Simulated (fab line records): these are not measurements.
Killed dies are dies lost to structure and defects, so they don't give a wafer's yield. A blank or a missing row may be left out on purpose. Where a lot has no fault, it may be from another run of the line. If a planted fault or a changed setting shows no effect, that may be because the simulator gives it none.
Matching of chambers + flow n5 finfet + rie diel-04 running N5_BEOL_M5_ETCH_62: 4 sister chambers
The step etches SOC in N2/H2, target depth 75 nm, overetch 15 nm, time 112.5 s. 4 wafers are shown with their chamber, then 9 later ones without.

## WAFERS WITH THEIR CHAMBER
| wafer  | chamber | showerhead plenum p Torr (Torr) |
|--------|---------|---------------------------------|
| L083.3 | 0       | 2.62                            |
| L086.5 | 1       | 2.59                            |
| L089.2 | 3       | 2.60                            |
| L089.5 | 2       | 2.48                            |

## WAFERS MISSING THEIR CHAMBER
| wafer  | showerhead plenum p Torr (Torr) |
|--------|---------------------------------|
| L091.1 | 2.48                            |
| L091.2 | 2.61                            |
| L091.3 | 2.61                            |
| L094.1 | 2.61                            |
| L094.5 | 2.59                            |
| L094.6 | 2.61                            |
| L097.2 | 2.59                            |
| L097.4 | 2.61                            |
| L097.5 | 2.61                            |

## EACH ONE'S CHAMBER
| wafer  | from the rows above          | in truth |
|--------|------------------------------|----------|
| L091.1 | 2                            | 2        |
| L091.2 | can't be placed: 3 or 0 or 1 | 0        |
| L091.3 | can't be placed: 3 or 0 or 1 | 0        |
| L094.1 | can't be placed: 3 or 0 or 1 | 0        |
| L094.5 | can't be placed: 1 or 3      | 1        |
| L094.6 | can't be placed: 3 or 0 or 1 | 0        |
| L097.2 | can't be placed: 1 or 3      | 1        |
| L097.4 | can't be placed: 3 or 0 or 1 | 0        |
| L097.5 | can't be placed: 3 or 0 or 1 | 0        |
Correctly placed: 1 of 9. These rows do not allow placing 8 (true chamber among the candidates in 8). Placed wrongly: 0.
How it was worked out, from the rows above alone: a wafer's distance from a chamber is the root of the sum, over the readings, of the square of ((its reading less the chamber's mean) divided by the reading's scatter). The wafer belongs to the nearest chamber; if the next one is less than 2 further off, it can't be placed. For every chamber, the mean is computed from those of its wafers that are shown. The scatter (one wafer shown for each chamber): square how far every hidden wafer sits from the nearest shown wafer, average those squares and take the square root.
